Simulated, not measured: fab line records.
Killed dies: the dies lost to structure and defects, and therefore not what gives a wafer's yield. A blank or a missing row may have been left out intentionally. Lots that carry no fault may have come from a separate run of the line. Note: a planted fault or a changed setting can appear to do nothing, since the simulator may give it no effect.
Problem report, 8D (eight disciplines) form, completed by code	flow n5_finfet	the parts of the form that need people (team, actions taken, sign-off) are left out

== 1. WHAT IS WRONG ==
Mean of spin_speed_rpm at N5_BEOL_M14_COAT_04: 1460.6 rpm across 6 wafers in 2 lots; on wafers with no fault it is 1704.0 rpm (standard deviation 1.3). That is -99 or more standard deviations from the usual mean.
The step: resist thk 800 nm.
First observed at day 16 02:44: wafer L733.2, on litho_track-04. The record holds 37 wafers of 13 lots with a number at this step. The rule behind "out" and "out of limits": a value lying over 4 standard deviations away from the usual mean. Any other wafer with a number is counted as sound.

== 2. WHAT IT IS, WHAT IT ISN'T ==
question	is	is not
which readings at this step	spin_speed_rpm	-
which lots	L733, L736	L715, L716, L718, L719, L720, L722, L723, L724, L726, L727, L734
which wafers of those lots	all that have a number	-
read on which tools	litho_track-04	litho_track-01, litho_track-03
when	from day 16 02:44	up to then (28 sound wafers); but 3 sound wafers of L734 came after

== 3. WHAT RULES OUT EACH SUSPECT ==
Counting: a tool stays on the suspect list if, at a process step up to the reading, it processed all lots that are out and no sound lot following the first of them.
- litho_track-04 at N5_BEOL_M14_COAT_04 (resist thk 800 nm): kept. It processed each lot that is out, first L733 at day 16 02:44, and no sound lot thereafter; up to then, the last sound lot it processed was L727 at day 14 22:02. Out on those wafers are its own readings of spin_speed_rpm.
After counting, what remains is litho_track-04 at N5_BEOL_M14_COAT_04.

== 4. THE CAUSE (what the simulator had put in) ==
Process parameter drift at N5_BEOL_M14_COAT_04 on litho_track-04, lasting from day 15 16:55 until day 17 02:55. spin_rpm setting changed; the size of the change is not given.
Counting left only this tool.

== 5. SEQUENCE OF EFFECTS, ordered by route ==
One row per reading whose mean, taken over the struck wafers that have a number, lies over 3 standard deviations from the usual. Scope: only readings with a usual standard deviation given in the record; hours: median across lots of the time from each lot's start at the first step in this table that gives one to its start at this step; sigmas: change in usual standard deviations.
hours	step	reading	usual	on struck wafers	change	sigmas
0	N5_BEOL_M14_COAT_04	spin_speed_rpm	1704.0 rpm	1460.6	-243.4	-99 or more
It contains these process steps:
- N5_BEOL_M14_COAT_04: resist thk 800 nm.
At these later measuring or inspecting steps, every struck wafer for which the step has a row has a number for every such reading, and none has moved that far: N5_BEOL_M14_INSPECT_12.

== 6. HOW IT WOULD HAVE BEEN CAUGHT EARLIER ==
First out-of-limits reading in this record: day 16 02:44, which is 10 hours after fault onset at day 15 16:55.
